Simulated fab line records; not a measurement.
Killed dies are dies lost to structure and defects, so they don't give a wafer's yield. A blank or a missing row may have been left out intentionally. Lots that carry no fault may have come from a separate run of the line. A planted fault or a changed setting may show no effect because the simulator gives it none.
fab line records	flow nand_harc
record lots=6	wafers=18	last_day=32
route steps=1302 shown A_BLC@1118
lots that met no fault: taken from a fault-free run of the same line
start_h: start of the lot's first displayed wafer, in hours after the record's first day	wait_h: hours from the lot's prior step to this one	" same as the row above	L1.1+2: a row that stands for several wafers	- no value present, or no start provided	* or withheld: withheld	< > ~ a bound
route shown NAME@n: names a module that has steps shown in the file, with the first one's number in the route	usual: the fault-free wafers' mean and standard deviation	same: alike in all rows	chamber/n: place in a boat	sites: readings site by site	_std_site: the standard deviation of these	_edge_site: inner sites' mean taken away from outer sites' mean	radius_mm: for every site, how far away it sits from the centre of the wafer	mask NAME#n: copy n	behind: tool/chamber where the wafer was last shaped	hold: why the lot went on hold/how many hours it stayed there/how the hold came to an end	device: transistor that didn't switch, given as n, p or np	end of line: the same wafers' tests at the end of the route	a step given without rows: its recipe and nothing more	killed: at the first sort, the dies lost to defects and structure; wafer yield is something else	map: shows each die of a wafer: x if killed, . if not, _ if none is there
set.NAME: the run value of the setting; set.NAME@STEP: its run value at that earlier step	model.NAME: the simulator's own value behind a step, which no gauge read
lots at selected steps of the route; one table per step, one row per wafer
services: the hour from which a tool's chamber was out of use, counted from the record's first day as start_h (under 0 if before that day), plus the number of hours and why
## steps
# step NHARC_A_BLC_OVL_MEAS_11
# usual overlay_x_nm=0.0/0.9	overlay_y_nm=-0.1/0.9
lot.wafer	tool	chamber	start_h	wait_h	overlay_x_nm	overlay_y_nm
L139.2	overlay-02	-	518.84	-	-0.5	-1.0
L139.5	"	-	"	"	-0.3	-0.8
L139.6	"	-	"	"	-0.4	-1.0
L145.2	overlay-02	-	578.41	-	-1.6	0.4
L145.3	"	-	"	"	-1.3	0.6
L145.5	"	-	"	"	-1.3	0.8
L146.3	overlay-01	-	605.14	-	-0.1	0.2
L146.5	"	-	"	"	-0.3	1.1
L146.6	"	-	"	"	0.0	0.9
L158.1	overlay-02	-	703.45	-	0.6	-2.2
L158.3	"	-	"	"	0.5	-2.1
L158.4	"	-	"	"	0.4	-1.7
L160.2	overlay-02	-	723.80	-	-1.1	0.0
L160.4	"	-	"	"	-0.9	0.2
L160.5	"	-	"	"	-1.4	0.5
L159.1	overlay-01	-	726.72	-	2.3	0.3
L159.4	"	-	"	"	2.0	0.6
L159.5	"	-	"	"	1.7	-0.1
# step NHARC_A_BLC_INSPECT_12
# usual raw_defect_count=84/33
lot.wafer	tool	chamber	start_h	wait_h	raw_defect_count
L139.2	defect_inspect-01	-	518.87	0.0	50
L139.5	"	-	"	"	58
L139.6	"	-	"	"	53
L145.2	defect_inspect-02	-	578.45	0.0	119
L145.3	"	-	"	"	118
L145.5	"	-	"	"	117
L146.3	defect_inspect-01	-	605.18	0.0	85
L146.5	"	-	"	"	78
L146.6	"	-	"	"	70
L158.1	defect_inspect-02	-	703.48	0.0	76
L158.3	"	-	"	"	97
L158.4	"	-	"	"	102
L160.2	defect_inspect-02	-	723.84	0.0	104
L160.4	"	-	"	"	129
L160.5	"	-	"	"	119
L159.1	defect_inspect-01	-	726.76	0.0	89
L159.4	"	-	"	"	77
L159.5	"	-	"	"	76
# step NHARC_A_BLC_DESCUM_15
# recipe time_s=3	o2_flow_sccm=200	ar_flow_sccm=0	bias_power_w=0	chemistry=O2
# usual drypump_motor_current_A=5.9/0.31	oes_product_au=1.001/0.014	rf_vpp_V=57.6/0.91	showerhead_plenum_p_Torr=1.91/0.082	throttle_valve_pct=11.311/0.0096
lot.wafer	tool	chamber	start_h	wait_h	drypump_motor_current_A	oes_product_au	rf_hours_counter_h	rf_vpp_V	showerhead_plenum_p_Torr	throttle_valve_pct
L139.2	rie_diel-11	3	518.93	0.1	5.8	1.016	7	58.0	1.86	11.318
L139.6	"	3	"	"	5.9	1.017	-	58.9	1.86	11.286
L139.5	"	0	"	"	6.5	0.993	-	56.7	1.99	11.322
L145.3	rie_diel-11	0	578.52	0.1	6.5	1.008	12	57.6	1.99	11.311
L145.2	"	3	"	"	5.8	1.011	13	59.2	1.86	11.297
L145.5	"	0	"	"	6.5	1.005	-	56.4	1.99	11.327
L146.3	rie_diel-09	0	605.26	0.1	6.0	1.006	5	58.3	2.05	11.305
L146.5	"	1	"	"	5.9	0.982	-	59.6	1.96	11.324
L146.6	"	2	"	"	5.8	1.020	-	57.1	1.95	11.299
L158.1	rie_diel-09	2	703.54	0.1	5.8	1.009	1	57.5	1.95	11.300
L158.4	"	3	"	"	6.1	1.017	1	57.7	1.88	11.308
L158.3	"	1	"	"	5.9	1.016	1	57.8	1.96	11.304
L160.2	rie_diel-11	3	723.91	0.1	5.9	0.995	10	57.9	1.85	11.308
L160.4	"	2	"	"	5.5	0.998	-	58.9	1.92	11.302
L160.5	"	3	"	"	5.9	1.004	-	57.2	1.85	11.302
L159.1	rie_diel-09	3	726.83	0.1	6.1	1.009	3	56.9	1.88	11.316
L159.5	"	3	"	"	6.2	1.011	-	57.6	1.88	11.316
L159.4	"	0	"	"	6.0	0.990	-	56.8	2.05	11.292
# step NHARC_A_BLC_ETCH_16
# recipe target_depth_a=390	over_etch_frac=0.3	time_s=65	ion_energy_ev=80	cf4_flow_sccm=150	ar_flow_sccm=0	rf_w=300	bias_w=100	chemistry=CF4
# usual bias_w=100.0/0.3	drypump_motor_current_A=5.9/0.32	oes_product_au=1.001/0.013	rf_vpp_V=151.2/1.2	showerhead_plenum_p_Torr=1.76/0.075	throttle_valve_pct=13.285/0.009
lot.wafer	tool	chamber	start_h	wait_h	bias_w	drypump_motor_current_A	oes_product_au	rf_hours_counter_h	rf_vpp_V	showerhead_plenum_p_Torr	throttle_valve_pct
L139.2	rie_diel-11	3	519.03	0.1	99.9	5.9	1.013	7	150.2	1.72	13.293
L139.6	"	2	"	"	99.8	5.5	1.008	-	152.3	1.78	13.302
L139.5	"	3	"	"	100.0	5.9	1.020	-	151.8	1.72	13.275
L145.2	rie_diel-11	1	578.60	0.1	100.3	6.2	0.992	12	149.0	1.64	13.274
L145.3	"	0	"	"	99.3	6.5	0.992	12	153.1	1.84	13.303
L145.5	"	1	"	"	100.0	6.2	0.990	-	149.8	1.64	13.285
L146.3	rie_diel-09	0	605.33	0.1	99.9	6.0	0.994	5	151.9	1.89	13.283
L146.6	"	3	"	"	99.6	6.1	1.003	-	151.5	1.74	13.288
L146.5	"	0	"	"	99.9	6.0	1.000	-	153.3	1.89	13.279
L158.3	rie_diel-09	1	703.63	0.1	99.8	5.9	1.010	1	152.6	1.81	13.282
L158.4	"	2	"	"	99.6	5.8	1.013	1	152.4	1.80	13.299
L158.1	"	3	"	"	100.2	6.1	1.024	1	151.7	1.74	13.273
L160.2	rie_diel-11	1	724.02	0.1	99.6	6.1	0.998	10	149.9	1.64	13.282
L160.4	"	2	"	"	99.8	5.6	1.008	-	152.7	1.78	13.283
L160.5	"	1	"	"	99.7	6.1	0.998	-	150.9	1.64	13.275
L159.1	rie_diel-09	3	726.94	0.1	100.0	6.1	1.013	3	151.5	1.74	13.292
L159.4	"	0	"	"	100.7	6.0	0.982	-	153.5	1.88	13.289
L159.5	"	1	"	"	100.0	5.9	1.021	-	150.9	1.80	13.290
# step NHARC_A_BLC_ETCH_17
# recipe target_depth_a=3900	over_etch_frac=0.25	time_s=609.38	ion_energy_ev=200	n2_flow_sccm=150	h2_flow_sccm=150	ar_flow_sccm=0	rf_w=400	bias_w=150	chemistry=N2/H2
# usual bias_w=150.1/0.46	drypump_motor_current_A=5.9/0.31	oes_product_au=0.999/0.012	rf_vpp_V=430.3/2.8	showerhead_plenum_p_Torr=2.03/0.096	throttle_valve_pct=14.170/0.0089
lot.wafer	tool	chamber	start_h	wait_h	bias_w	drypump_motor_current_A	oes_product_au	rf_hours_counter_h	rf_vpp_V	showerhead_plenum_p_Torr	throttle_valve_pct
L139.2	rie_diel-11	2	-	-	150.4	5.6	1.002	6	430.7	2.06	14.163
L139.5	"	0	"	"	150.1	6.5	0.996	-	433.9	2.13	14.191
L139.6	"	1	"	"	150.3	6.2	0.990	-	425.0	1.88	14.160
L145.2	rie_diel-11	1	-	-	149.7	6.2	0.994	12	426.7	1.88	14.169
L145.3	"	3	"	"	150.2	5.9	1.018	13	430.2	1.98	14.174
L145.5	"	1	"	"	149.2	6.2	0.999	-	424.9	1.88	14.161
L146.3	rie_diel-09	3	-	-	149.1	6.1	0.992	6	428.1	2.01	14.168
L146.5	"	3	"	"	150.0	6.1	1.006	-	430.2	2.01	14.174
L146.6	"	0	"	"	150.6	6.0	0.999	-	435.0	2.19	14.165
L158.4	rie_diel-09	3	-	-	150.0	6.1	1.019	1	429.7	2.01	14.177
L158.3	"	0	"	"	150.1	6.0	0.989	2	434.5	2.19	14.166
L158.1	"	2	"	"	149.8	5.8	1.016	2	431.9	2.08	14.176
L160.2	rie_diel-11	3	-	-	149.3	5.9	1.002	10	428.1	1.97	14.160
L160.4	"	3	"	"	150.1	5.8	1.004	-	430.5	1.97	14.173
L160.5	"	1	"	"	149.4	6.2	1.005	-	425.6	1.87	14.167
L159.1	rie_diel-09	3	-	-	150.2	6.2	1.011	3	429.2	2.00	14.183
L159.5	"	0	"	"	149.9	6.0	0.984	-	433.5	2.19	14.155
L159.4	"	1	"	"	149.8	5.9	1.011	-	431.5	2.09	14.173
# step NHARC_A_BLC_ETCH_18
# recipe target_depth_a=9100	c4f8_flow_sccm=20	o2_flow_sccm=10	ar_flow_sccm=withheld	rf_w=600	bias_w=1500	chemistry=C4F8/O2/Ar
# step NHARC_A_BLC_CD_MEAS_19
# usual cd_nm=100.4/2.7
lot.wafer	tool	chamber	start_h	wait_h	cd_nm
L139.2	cd_sem-01	-	519.90	-	101.0
L139.5	"	-	"	"	102.1
L139.6	"	-	"	"	98.3
L145.2	cd_sem-01	-	579.50	-	99.2
L145.3	"	-	"	"	101.5
L145.5	"	-	"	"	99.6
L146.3	cd_sem-01	-	606.21	-	104.4
L146.5	"	-	"	"	105.9
L146.6	"	-	"	"	104.9
L158.1	cd_sem-02	-	704.51	-	102.8
L158.3	"	-	"	"	98.7
L158.4	"	-	"	"	100.5
L160.2	cd_sem-02	-	724.99	-	102.0
L160.4	"	-	"	"	104.5
L160.5	"	-	"	"	100.0
L159.1	cd_sem-01	-	727.98	-	101.8
L159.4	"	-	"	"	101.7
L159.5	"	-	"	"	102.0
# step NHARC_A_BLC_STRIP_29
# recipe cf4_flow_sccm=150	ar_flow_sccm=0	bias_w=0	chemistry=CF4
# usual drypump_motor_current_A=5.94/0.25	oes_product_au=1.002/0.012	rf_vpp_V=59.5/0.89	showerhead_plenum_p_Torr=1.78/0.067	throttle_valve_pct=13.285/0.0094
# same bias_w=0
lot.wafer	tool	chamber	start_h	wait_h	drypump_motor_current_A	oes_product_au	rf_hours_counter_h	rf_vpp_V	showerhead_plenum_p_Torr	throttle_valve_pct
L139.2	rie_diel-11	0	520.01	0.1	6.47	0.994	7	59.7	1.84	13.286
L139.6	"	1	"	"	6.15	1.003	-	59.5	1.64	13.271
L139.5	"	2	"	"	5.54	1.001	-	60.7	1.78	13.271
L145.3	rie_diel-11	3	579.59	0.1	5.88	1.010	13	60.1	1.72	13.273
L145.2	"	0	"	"	6.48	1.004	13	59.3	1.84	13.281
L145.5	"	3	"	"	5.88	1.016	-	59.4	1.72	13.296
L146.3	rie_diel-11	1	606.28	0.1	6.16	0.994	14	58.7	1.64	13.288
L146.6	"	1	"	"	6.15	1.000	-	59.7	1.64	13.286
L146.5	"	2	"	"	5.53	1.005	-	61.8	1.78	13.277
L158.4	rie_diel-11	1	704.58	0.1	6.17	0.987	7	57.8	1.64	13.273
L158.1	"	3	"	"	5.84	1.000	8	60.1	1.72	13.280
L158.3	"	0	"	"	6.49	1.001	7	59.9	1.83	13.295
L160.2	rie_diel-09	0	725.06	0.1	5.93	0.987	3	60.2	1.88	13.295
L160.5	"	0	"	"	5.96	0.986	-	60.8	1.88	13.276
L160.4	"	1	"	"	5.87	1.004	-	59.8	1.81	13.288
L159.4	rie_diel-11	0	728.06	0.1	6.50	1.005	8	58.6	1.83	13.285
L159.1	"	1	"	"	6.19	0.998	10	59.4	1.64	13.280
L159.5	"	0	"	"	6.49	1.001	-	59.9	1.83	13.284
# step NHARC_A_BLC_STRIP_21
# recipe o2_flow_sccm=500	ar_flow_sccm=0	bias_w=0	chemistry=O2
# usual drypump_motor_current_A=5.97/0.25	oes_product_au=1.002/0.011	rf_vpp_V=57.9/0.9	showerhead_plenum_p_Torr=3.57/0.14	throttle_valve_pct=17.037/0.0098
# same bias_w=0
lot.wafer	tool	chamber	start_h	wait_h	drypump_motor_current_A	oes_product_au	rf_hours_counter_h	rf_vpp_V	showerhead_plenum_p_Torr	throttle_valve_pct
L139.2	rie_diel-11	2	520.11	0.1	5.55	0.999	6	57.6	3.55	17.027
L139.5	"	3	"	"	5.86	1.015	-	56.1	3.43	17.034
L139.6	"	0	"	"	6.51	0.987	-	57.7	3.67	17.056
L145.3	rie_diel-11	2	579.69	0.1	5.56	1.006	13	58.4	3.55	17.036
L145.2	"	0	"	"	6.49	0.998	13	56.6	3.66	17.040
L145.5	"	2	"	"	5.56	1.001	-	58.5	3.55	17.026
L146.3	rie_diel-11	0	606.41	0.1	6.50	0.999	15	57.9	3.66	17.039
L146.6	"	1	"	"	6.22	1.000	-	56.0	3.27	17.038
L146.5	"	2	"	"	5.57	1.007	-	57.9	3.55	17.038
L158.1	rie_diel-11	0	704.69	0.1	6.47	1.002	7	57.8	3.66	17.040
L158.4	"	1	"	"	6.18	1.002	7	58.0	3.27	17.045
L158.3	"	2	"	"	5.55	1.001	8	59.0	3.54	17.038
L160.2	rie_diel-09	1	725.20	0.1	5.87	1.013	2	57.6	3.60	17.033
L160.5	"	0	"	"	6.02	0.980	-	57.0	3.76	17.031
L160.4	"	3	"	"	6.13	1.008	-	58.2	3.47	17.040
L159.1	rie_diel-11	0	728.16	0.1	6.46	0.996	8	58.5	3.66	17.028
L159.4	"	2	"	"	5.55	1.007	11	58.6	3.54	17.035
L159.5	"	0	"	"	6.49	1.003	-	58.1	3.66	17.041
# step NHARC_A_BLC_STRIP_22
# recipe time_s=600	temp_c=30	chemistry=post_etch_residue_remover
# step NHARC_A_BLC_DEGAS_30
# recipe temp_c=300	time_s=60
# step NHARC_A_BLC_PRE_CLEAN_31
# recipe time_s=15	bias_v=250	gas=Ar
# step NHARC_A_BLC_PVD_32
# recipe target_thk_a=50	chamber_pressure_pa=5	power_w=5000	substrate_temp_c=200	time_s=17.7	material=Ti
# usual cathode_dc_power_W=5000.0/0.94	chamber_pressure_pa=4.999/0.012	throttle_valve_pct=29.4/0.95
lot.wafer	tool	chamber	start_h	wait_h	cathode_dc_power_W	chamber_pressure_pa	throttle_valve_pct
L139.2	pvd_sputter-02	-	520.64	-	4999.7	5.003	29.5
L139.5	"	-	"	"	5000.2	4.996	28.7
L139.6	"	-	"	"	5000.6	5.008	29.6
L145.2	pvd_sputter-01	-	580.23	-	-	-	-
L145.3	"	-	"	"	-	-	-
L145.5	"	-	"	"	-	-	-
L146.3	pvd_sputter-03	-	606.93	-	-	-	-
L146.5	"	-	"	"	-	-	-
L146.6	"	-	"	"	-	-	-
L158.4	pvd_sputter-02	-	705.25	-	5000.0	4.998	30.2
L158.1	"	-	"	"	4999.6	4.983	29.3
L158.3	"	-	"	"	4999.4	4.987	28.6
L160.4	pvd_sputter-01	-	725.78	-	5000.6	4.998	29.2
L160.2	"	-	"	"	5001.0	4.948	30.3
L160.5	"	-	"	"	4999.0	5.013	27.9
L159.4	pvd_sputter-03	-	728.70	-	5000.3	5.006	30.5
L159.1	"	-	"	"	5000.8	4.985	28.8
L159.5	"	-	"	"	4999.6	5.016	30.3
# step NHARC_A_BLC_ALD_23
# recipe target_thk_a=30	pulse_time_s=1	ald_cycles=150	temp_c=450	material=TiN
## services
tool	chamber	start_h	hours	kind
rie_diel-09	-	497.10	9.0	pm
rie_diel-11	0	515.23	-	clean
rie_diel-11	1	515.23	-	clean
rie_diel-11	2	515.23	-	clean
rie_diel-11	3	515.23	-	clean
pvd_sputter-03	-	526.86	10.0	pm
rie_diel-11	0	539.73	-	clean
rie_diel-11	1	539.73	-	clean
rie_diel-11	2	539.73	-	clean
rie_diel-11	3	539.73	-	clean
rie_diel-09	2	560.18	3.9	repair
rie_diel-09	0	562.01	16.5	repair
rie_diel-11	0	564.23	-	clean
pvd_sputter-01	-	582.00	10.0	pm
rie_diel-11	-	609.50	9.0	pm
pvd_sputter-02	-	638.00	10.0	pm
pvd_sputter-03	-	640.70	7.9	repair
pvd_sputter-02	-	663.71	21.8	repair
rie_diel-09	0	664.18	1.8	repair
rie_diel-09	-	674.10	9.0	pm
rie_diel-09	1	688.44	11.7	repair
pvd_sputter-03	-	704.86	10.0	pm
rie_diel-11	0	716.50	7.6	repair
rie_diel-09	2	721.89	12.6	repair
## key
first_sign step=NHARC_A_BLC_PVD_32	reading=tool_record	direction=missing
effect none on later readings
met_at NHARC_A_BLC_PVD_32
struck_wafers L145.2,L145.3,L145.5,L146.3,L146.5,L146.6
later_rows_left_out L145.2,L145.3,L145.5,L146.3,L146.5,L146.6
sort_left_out L145.2,L145.3,L145.5,L146.3,L146.5,L146.6
tester_left_out L145,L146
fault kind=skipped_step_whole	tool=pvd_sputter-01,pvd_sputter-03	chamber=-	onset_h=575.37	steps=NHARC_A_BLC_PVD_32	scope=struck_lots_only
# tester_left_out: of these lots the tester's yield and bins aren't shown, on N5 and GAA mostly nor the transistor test; their killed dies are dies lost to structure and defects alone, not to doping, threshold or leakage, so they don't give the yield
# sort_left_out: the simulated sort isn't trusted on such a fault, so these wafers' sort isn't shown, and their yield isn't known
# later_rows_left_out: the simulator's readings of these wafers behind a module that went badly wrong aren't trusted and aren't shown, but for the sort
